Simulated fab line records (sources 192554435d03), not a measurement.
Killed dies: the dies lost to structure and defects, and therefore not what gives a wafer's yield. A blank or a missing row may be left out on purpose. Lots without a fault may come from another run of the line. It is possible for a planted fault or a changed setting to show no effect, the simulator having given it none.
2 desks, one fault :: flow n5-finfet :: every desk sees just its own numbers, and what lay behind them comes last

== AT THE TOOL OWNER'S DESK: litho-track-03 ==
The tool's own readings at N5_BEOL_M14_COAT_22 (resist thk 300 nm): means of the sampled wafers that have a number, for each lot that ran on this tool. Any lot whose mean is over 4 standard deviations away from the usual mean is out of limits and marked OUT; that distance is given in the brackets.
Columns: A = chill-plate-temp-C at N5_BEOL_M14_COAT_22, usual 23.00 C; B = spin-speed-rpm at N5_BEOL_M14_COAT_22, usual 2888.2 rpm
lot: L261
first seen here: day 12 02:05
A: 22.99
B: 2887.0

lot: L263
first seen here: day 12 13:43
A: 23.01
B: 2887.5

lot: L275
first seen here: day 15 11:26
A: 22.96
B: 2289.3 (-99 or more) OUT

lot: L276
first seen here: day 16 13:00
A: 22.99
B: 2287.1 (-99 or more) OUT
Finding of this desk: L275, L276 out of limits; the first was L275 at day 15 11:26, on spin-speed-rpm at N5_BEOL_M14_COAT_22. L261, L263: within limits.

== THE METROLOGY DESK ==
Means of the sampled wafers that have a number, per lot and without regard to the tool the lot ran on: this is what the gauges read. Any lot whose mean is over 4 standard deviations away from the usual mean is out of limits and marked OUT; that distance is given in the brackets.
Columns: A = M14_ILD_THK at N5_BEOL_M14_THK_MEAS_01, usual 1129 nm
lot: L257
first seen here: day 10 14:19
A: 1130

lot: L258
first seen here: day 11 04:32
A: 1138

lot: L260
first seen here: day 11 21:28
A: 1138

lot: L261
first seen here: day 12 01:05
A: 1114

lot: L262
first seen here: day 12 08:49
A: 1118

lot: L263
first seen here: day 12 12:22
A: 1128

lot: L266
first seen here: day 13 05:22
A: 1124

lot: L265
first seen here: day 13 07:31
A: 1138

lot: L275
first seen here: day 15 10:22
A: 1115

lot: L276
first seen here: day 16 12:07
A: 1114

lot: L279
first seen here: day 16 19:05
A: 1127

lot: L280
first seen here: day 16 23:50
A: 1114
Finding of this desk: none of the 12 lots has anything out of limits.

== ALL TOGETHER ==
The tool owner's desk could have raised an alarm at day 15 11:26, on L275, L276.
Nothing out of limits was seen by the metrology desk.
The metrology desk holds a record of L275, L276, inside its limits.
Of the lots named, all ran N5_BEOL_M14_COAT_22 on litho-track-03.

== WHAT HAD BEEN PUT IN BY THE SIMULATOR ==
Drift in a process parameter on litho-track-03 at N5_BEOL_M14_COAT_22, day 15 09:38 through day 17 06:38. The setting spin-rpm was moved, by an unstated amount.
Lots struck among those shown: L275, L276.
Time in hours from fault onset to the first out-of-limits reading at each desk: the tool owner's desk, 2.
